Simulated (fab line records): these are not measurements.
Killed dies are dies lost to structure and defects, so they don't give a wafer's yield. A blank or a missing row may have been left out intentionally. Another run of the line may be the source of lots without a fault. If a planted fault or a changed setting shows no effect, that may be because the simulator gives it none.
fab line records | flow n5Finfet | part 2 of 2: steps 7 to 7 of 7
[record] lots = 9 wafers = 26 lastDay = 18
route steps=1938 shown DUMMY_GATE@248 SPACER0@258 SD_EPI_N@275 BEOL_M4@1111 PASSIVATION@1936
lots that met no fault: from a run of the same line without faults
startH: hours from the record's first day to the start of the lot's first wafer shown | waitH: time in hours since the lot's previous step | " same as the row above | L1.1+2: a row that stands for several wafers | - no value, or no start given | * or withheld: withheld | < > ~ a bound
route shown NAME@n: a module of which the file shows steps, and the number in the route of the first | usual: mean/standard deviation taken from wafers without a fault | same: alike in all rows | chamber/n: place in a boat | sites: the reading at each site | _std_site: the standard deviation of these | _edge_site: the outer-site mean with the inner-site mean subtracted | radiusMm: for every site, how far away it sits from the centre of the wafer | mask NAME#n: copy n | behind: the tool/chamber that last shaped the wafer | hold: the reason the lot was held/the length of the hold in hours/how it ended | device: transistor that didn't switch, given as n, p or np | end of line: the route-end tests of the same wafers | step lacking rows: just its recipe | killed: the dies lost at the first sort to structure and to defects; this is not the yield of the wafer | map: a wafer's dies, x killed, . not, _ none there
set.NAME: the setting that was run; set.NAME@STEP: the one run at that earlier step | model.NAME: the simulator's own value behind a step, which no gauge read
a sample of lots followed through the steps of the route, with each step as a table and each wafer as a row
services: the hour from which a tool's chamber was out of use, counted from the record's first day as startH (under 0 if before that day), plus the number of hours and why
[[steps]]
[step N5_PASSIVATION_PROBE_49]
[usual] defectLimitedYield = 91.0/1.4 killed_at_M0_to_M3 = 36/9.6 killed_at_M4_up = 14/6.1 killedAtContacts = 13/6.6 killedAtFrontEnd = 40/11 killedAtOther = 3.2/2.9 killedDies = 106/17 killedOnRim = 14/3.9 killedOpen = 71/12 killedShort = 33/7.3 sort_bin_5_function = 5.3/1 sort_bin_6_memory = 3.4/0.68 sortNPass = 1073/19 sortYieldPct = 91.0/1.6
[same] grossDies = 1180 killedAtBackSide = 0 sort_bin_4_leakage[%] = 0 sort_bin_8_speed[%] = 0
// columns lot.wafer tool chamber startH waitH defectLimitedYield[%] killed_at_M0_to_M3 killed_at_M4_up killedAtContacts killedAtFrontEnd killedAtOther killedDies killedOnRim killedOpen killedShort sort_bin_5_function[%] sort_bin_6_memory[%] sortNPass sortYieldPct[%]
L582.2 prober-01 - 299.45 0.1 91.8 42 16 12 26 1 97 10 64 32 4.7 3.2 1083 91.8
L582.4 prober-01 - 299.55 0.2 92.1 25 8 12 42 6 93 11 55 38 5.4 2.0 1087 92.1
L582.5 prober-01 - 299.60 0.2 91.1 32 19 8 42 4 105 10 68 35 5.2 3.6 1075 91.1
L581.3 prober-01 - 305.89 0.1 92.3 33 21 9 27 1 91 16 57 30 4.3 3.1 1089 92.3
L581.4 prober-01 - 305.94 0.2 90.2 21 14 34 44 3 116 14 86 30 5.3 4.2 1064 90.2
L581.6 prober-01 - 306.04 0.3 91.5 20 15 8 53 4 100 8 62 36 5.4 2.5 1080 91.5
L587.2 prober-02 - 311.77 0.1 0 29 22 22 1100 7 1180 152 87 34 95.4 4.4 0 0
L587.4 prober-02 - 311.87 0.2 0 26 8 12 1127 7 1180 152 58 34 96.1 3.4 0 0
L587.6 prober-02 - 311.97 0.3 0 30 23 13 1109 5 1180 152 75 29 97.1 2.8 0 0
L588.2 prober-02 - 353.65 0.1 0 27 16 28 1108 1 1180 152 69 34 96.0 3.6 0 0
L588.3 prober-02 - 353.70 0.1 0 40 8 24 1108 0 1180 152 64 36 96.8 3.2 0 0
L588.4 prober-02 - 353.75 0.2 0 46 19 15 1098 2 1180 152 84 33 96.7 3.2 0 0
L595.4 prober-01 - 371.56 0.2 91.3 39 6 7 50 1 103 18 75 28 5.5 3.1 1077 91.3
L595.5 prober-01 - 371.61 0.2 89.6 56 12 7 47 1 123 20 91 31 5.4 4.8 1057 89.6
L595.6 prober-01 - 371.66 0.3 91.0 29 12 9 54 2 106 10 73 33 4.8 3.6 1074 91.0
L599.2 prober-01 - 409.47 0.1 91.4 27 13 20 36 5 101 11 60 39 5.1 2.8 1079 91.4
L599.3 prober-01 - 409.52 0.1 90.5 47 21 10 33 1 112 11 73 37 6.0 3.1 1068 90.5
L603.2 prober-01 - 413.94 0.1 92.5 40 7 3 37 1 88 12 58 26 4.7 2.7 1092 92.5
L603.3 prober-01 - 413.99 0.1 92.4 38 13 11 26 2 90 15 64 23 5.3 2.4 1090 92.4
L603.5 prober-01 - 414.09 0.2 91.9 37 16 14 25 3 95 13 66 29 4.5 3.2 1085 91.9
L602.1 prober-01 - 425.14 0.0 90.6 43 5 10 51 2 111 13 76 34 5.3 3.9 1069 90.6
L602.3 prober-01 - 425.24 0.1 92.6 32 11 13 27 4 87 9 62 22 4.2 3.0 1093 92.6
L602.6 prober-01 - 425.39 0.3 93.0 23 11 21 28 0 83 6 64 18 4.1 2.8 1097 93.0
L601.1 prober-02 - 443.20 0.1 92.0 48 8 9 27 2 94 9 72 22 4.8 2.9 1086 92.0
L601.3 prober-02 - 443.30 0.2 88.9 68 10 3 46 4 131 14 91 38 5.8 5.0 1049 88.9
L601.5 prober-02 - 443.40 0.3 92.9 24 16 7 35 2 84 6 54 28 4.3 2.5 1096 92.9
// killed by level:class
L582.2 MOL_CONTACT_COAG:geometricParticle:open=11 BEOL_M0_SAQP:geometricParticle:open=11 BEOL_M0_SAQP:geometricParticle:short=11 BEOL_M1:geometricParticle:open=7 BEOL_M2:geometricParticle:open=6 FIN_SAQP:geometricParticle:short=5 STI_FIN_REVEAL:geometricParticle:open=5 BEOL_M4:geometricParticle:open=5
L582.4 MOL_CONTACT_COAG:geometricParticle:open=9 BEOL_M1:geometricParticle:open=9 STI_FIN_REVEAL:geometricParticle:open=7 STARTING-WAFER:geometricParticle:short=6 STI_FIN_REVEAL:geometricParticle:short=5 DUMMY_GATE:geometricParticle:open=5 FIN_SAQP:geometricParticle:short=4 GATE_CUT:geometricParticle:short=4
L582.5 FIN_SAQP:geometricParticle:open=11 BEOL_M1:geometricParticle:open=10 BEOL_M0_SAQP:geometricParticle:short=9 STI_FIN_REVEAL:geometricParticle:open=8 BEOL_M0_SAQP:geometricParticle:open=8 BEOL_M4:geometricParticle:open=8 GATE_CUT:geometricParticle:short=6 FIN_SAQP:geometricParticle:short=5
L581.3 BEOL_M4:geometricParticle:open=10 MOL_CONTACT_COAG:geometricParticle:open=7 BEOL_M1:geometricParticle:open=7 STI_FIN_REVEAL:geometricParticle:open=6 BEOL_M0_SAQP:geometricParticle:open=5 FIN_SAQP:geometricParticle:short=4 BEOL_M2:geometricParticle:open=4 BEOL_M2:geometricParticle:short=4
L581.4 MOL_CONTACT_COAG:geometricParticle:open=27 STI_FIN_REVEAL:geometricParticle:open=23 MOL_CONTACT_COAG:geometricParticle:short=7 BEOL_M2:geometricParticle:open=7 BEOL_M4:geometricParticle:open=7 FIN_SAQP:geometricParticle:open=5 FIN_SAQP:geometricParticle:short=3 STI_FIN_REVEAL:geometricParticle:short=3
L581.6 STI_FIN_REVEAL:geometricParticle:open=15 FIN_SAQP:geometricParticle:open=8 DUMMY_GATE:geometricParticle:open=7 GATE_CUT:geometricParticle:short=7 MOL_CONTACT_COAG:geometricParticle:open=7 FIN_SAQP:geometricParticle:short=6 BEOL_M5:geometricParticle:open=5 BEOL_M0_SAQP:geometricParticle:short=4
L587.2 SD_EPI_N:areaEtch=1051 MOL_CONTACT_COAG:geometricParticle:open=16 BEOL_M4:geometricParticle:open=14 FIN_SAQP:geometricParticle:open=9 BEOL_M2:geometricParticle:open=8 FIN_SAQP:geometricParticle:short=7 STI_FIN_REVEAL:geometricParticle:open=7 BEOL_M3:geometricParticle:open=7
L587.4 SD_EPI_N:areaEtch=1087 STI_FIN_REVEAL:geometricParticle:open=14 MOL_CONTACT_COAG:geometricParticle:open=9 BEOL_M3:geometricParticle:open=6 GATE_CUT:geometricParticle:short=5 BEOL_M3:geometricParticle:short=5 BEOL_M0_SAQP:geometricParticle:open=4 STARTING-WAFER:geometricParticle:open=4
L587.6 SD_EPI_N:areaEtch=1069 FIN_SAQP:geometricParticle:open=12 MOL_CONTACT_COAG:geometricParticle:open=11 BEOL_M2:geometricParticle:open=9 STI_FIN_REVEAL:geometricParticle:open=8 BEOL_M4:geometricParticle:open=8 FIN_SAQP:geometricParticle:short=7 BEOL_M3:geometricParticle:open=6
L588.2 SD_EPI_N:areaEtch=1073 MOL_CONTACT_COAG:geometricParticle:open=22 BEOL_M2:geometricParticle:open=8 GATE_CUT:geometricParticle:short=6 BEOL_M5:geometricParticle:open=6 DUMMY_GATE:geometricParticle:open=5 MOL_CONTACT_COAG:geometricParticle:short=5 DUMMY_GATE:geometricParticle:short=4
L588.3 SD_EPI_N:areaEtch=1080 MOL_CONTACT_COAG:geometricParticle:open=18 GATE_CUT:geometricParticle:short=7 BEOL_M0_SAQP:geometricParticle:open=7 BEOL_M0_SAQP:geometricParticle:short=7 STI_FIN_REVEAL:geometricParticle:open=6 MOL_CONTACT_COAG:geometricParticle:short=6 BEOL_M3:geometricParticle:short=6
L588.4 SD_EPI_N:areaEtch=1060 BEOL_M1:geometricParticle:open=11 MOL_CONTACT_COAG:geometricParticle:open=11 BEOL_M2:geometricParticle:open=11 STI_FIN_REVEAL:geometricParticle:open=6 BEOL_M0_SAQP:geometricParticle:short=6 BEOL_M0_SAQP:geometricParticle:open=6 BEOL_M3:geometricParticle:open=6
L595.4 FIN_SAQP:geometricParticle:open=17 STI_FIN_REVEAL:geometricParticle:open=11 BEOL_M0_SAQP:geometricParticle:open=10 BEOL_M2:geometricParticle:open=10 FIN_SAQP:geometricParticle:short=7 BEOL_M3:geometricParticle:open=7 DUMMY_GATE:geometricParticle:open=6 MOL_CONTACT_COAG:geometricParticle:open=6
L595.5 STI_FIN_REVEAL:geometricParticle:open=16 BEOL_M3:geometricParticle:open=14 BEOL_M0_SAQP:geometricParticle:open=13 BEOL_M4:geometricParticle:open=11 FIN_SAQP:geometricParticle:open=10 BEOL_M0_SAQP:geometricParticle:short=9 BEOL_M2:geometricParticle:open=7 FIN_SAQP:geometricParticle:short=6
L595.6 FIN_SAQP:geometricParticle:open=16 STI_FIN_REVEAL:geometricParticle:open=12 MOL_CONTACT_COAG:geometricParticle:open=8 FIN_SAQP:geometricParticle:short=7 BEOL_M0_SAQP:geometricParticle:short=7 BEOL_M0_SAQP:geometricParticle:open=6 BEOL_M4:geometricParticle:open=5 STI_FIN_REVEAL:geometricParticle:short=4
L599.2 MOL_CONTACT_COAG:geometricParticle:open=14 FIN_SAQP:geometricParticle:short=13 STI_FIN_REVEAL:geometricParticle:open=8 BEOL_M1:geometricParticle:open=7 MOL_CONTACT_COAG:geometricParticle:short=6 FIN_SAQP:geometricParticle:open=4 BEOL_M2:geometricParticle:short=4 BEOL_M4:geometricParticle:open=4
L599.3 STI_FIN_REVEAL:geometricParticle:open=11 BEOL_M1:geometricParticle:open=10 BEOL_M2:geometricParticle:open=10 BEOL_M0_SAQP:geometricParticle:open=9 BEOL_M0_SAQP:geometricParticle:short=9 FIN_SAQP:geometricParticle:short=8 BEOL_M4:geometricParticle:open=8 MOL_CONTACT_COAG:geometricParticle:open=7
L603.2 BEOL_M3:geometricParticle:open=13 FIN_SAQP:geometricParticle:short=10 BEOL_M2:geometricParticle:open=9 STI_FIN_REVEAL:geometricParticle:open=8 DUMMY_GATE:geometricParticle:open=6 BEOL_M3:geometricParticle:short=6 BEOL_M1:geometricParticle:open=5 FIN_SAQP:geometricParticle:open=4
L603.3 MOL_CONTACT_COAG:geometricParticle:open=10 BEOL_M0_SAQP:geometricParticle:open=9 BEOL_M0_SAQP:geometricParticle:short=7 FIN_SAQP:geometricParticle:open=6 BEOL_M0:geometricParticle:open=5 BEOL_M2:geometricParticle:open=5 BEOL_M4:geometricParticle:open=4 GATE_CUT:geometricParticle:short=4
L603.5 MOL_CONTACT_COAG:geometricParticle:open=13 BEOL_M0_SAQP:geometricParticle:open=11 FIN_SAQP:geometricParticle:open=9 BEOL_M0_SAQP:geometricParticle:short=8 BEOL_M2:geometricParticle:open=6 BEOL_M8:geometricParticle:open=6 BEOL_M4:geometricParticle:open=4 BEOL_M3:geometricParticle:open=4
L602.1 BEOL_M2:geometricParticle:open=21 STI_FIN_REVEAL:geometricParticle:open=19 MOL_CONTACT_COAG:geometricParticle:open=8 FIN_SAQP:geometricParticle:open=7 FIN_SAQP:geometricParticle:short=7 GATE_CUT:geometricParticle:short=5 STARTING-WAFER:geometricParticle:short=5 BEOL_M0_SAQP:geometricParticle:short=4
L602.3 MOL_CONTACT_COAG:geometricParticle:open=10 BEOL_M0_SAQP:geometricParticle:open=9 BEOL_M2:geometricParticle:open=8 BEOL_M4:geometricParticle:open=7 STI_FIN_REVEAL:geometricParticle:open=5 DUMMY_GATE:geometricParticle:open=5 BEOL_M1:geometricParticle:open=5 MOL_CONTACT_COAG:geometricParticle:short=3
L602.6 MOL_CONTACT_COAG:geometricParticle:open=16 FIN_SAQP:geometricParticle:open=7 STI_FIN_REVEAL:geometricParticle:open=7 BEOL_M2:geometricParticle:open=7 BEOL_M0_SAQP:geometricParticle:open=5 MOL_CONTACT_COAG:geometricParticle:short=5 BEOL_M1:geometricParticle:open=5 BEOL_M4:geometricParticle:open=4
L601.1 BEOL_M2:geometricParticle:open=18 BEOL_M1:geometricParticle:open=15 STI_FIN_REVEAL:geometricParticle:open=12 BEOL_M0_SAQP:geometricParticle:open=6 MOL_CONTACT_COAG:geometricParticle:open=5 BEOL_M4:geometricParticle:open=5 GATE_CUT:geometricParticle:short=4 MOL_CONTACT_COAG:geometricParticle:short=4
L601.3 BEOL_M1:geometricParticle:open=19 BEOL_M0_SAQP:geometricParticle:open=14 GATE_CUT:geometricParticle:open=12 BEOL_M2:geometricParticle:open=11 STI_FIN_REVEAL:geometricParticle:open=9 BEOL_M0_SAQP:geometricParticle:short=8 BEOL_M4:geometricParticle:open=6 GATE_CUT:geometricParticle:short=6
L601.5 GATE_CUT:geometricParticle:short=7 BEOL_M0_SAQP:geometricParticle:short=6 MOL_CONTACT_COAG:geometricParticle:open=6 BEOL_M4:geometricParticle:open=6 BEOL_M1:geometricParticle:open=5 BEOL_M2:geometricParticle:open=5 FIN_SAQP:geometricParticle:open=4 DUMMY_GATE:geometricParticle:open=4
[[services]]
// columns tool chamber startH hours kind
rieDiel-05 3 35.77 2.5 repair
aldSin-01 1 48.60 4.0 repair
aldSin-01 2 56.64 1.3 repair
rieDiel-05 3 58.57 3.7 repair
rieDiel-01 1 59.16 9.5 repair
aldSin-04 - 62.96 0.5 repair
rieSi-02 - 70.58 0.4 repair
rieDiel-05 1 74.67 4.5 repair
aldSin-03 1 75.90 1.4 repair
aldSin-04 - 85.25 14.0 pm
aldSin-01 0 92.58 7.2 repair
aldSin-03 0 95.21 2.7 repair
rieSi-02 0 99.46 3.3 repair
aldSin-01 0 106.54 14.0 repair
rieSi-03 1 115.12 3.5 repair
rieDiel-01 0 116.87 1.2 repair
rieSi-02 1 128.37 4.2 repair
aldSin-03 3 143.82 2.7 repair
plasmaAsher-02 - 164.39 3.5 repair
rieSi-03 2 167.39 2.5 repair
rieSi-03 1 168.78 1.8 repair
aldSin-04 3 178.63 5.6 repair
plasmaAsher-01 - 182.00 4.3 pm
plasmaAsher-02 - 186.40 3.0 repair
[[key]]
[firstSign] step = N5_SD_EPI_N_ETCH_35 reading = toolRecord direction = missing
[effect] step = N5_SD_EPI_N_ETCHBACK_44 reading = oesProductAu direction = down sigmas = 5.6 usual = 0.68 struck = 0.31
[effect] step = N5_PASSIVATION_PROBE_49 reading = killedAtFrontEnd direction = up sigmas = 96 usual = 40 struck = 1108
[moreKillsBornAt] N5_SD_EPI_N_ETCH_35@rieDiel-05 = 6420
metAt N5_SD_EPI_N_ETCH_35
struckLots L587,L588
laterRowsLeftOut L587.2,L587.4,L587.6,L588.2,L588.3,L588.4
notActingAt N5_DUMMY_GATE_ETCH_44,N5_SPACER0_ALD_07,N5_SD_EPI_N_STRIP_38
onsetBetween 55.59 95.13
[fault] kind = skippedStepWhole tool = rieDiel-05 chamber = - onsetH = 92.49 steps = N5_SD_EPI_N_ETCH_35 scope = struckLotsOnly
// laterRowsLeftOut: the simulator's readings of these wafers behind a module that went badly wrong aren't trusted and aren't shown, but for the sort
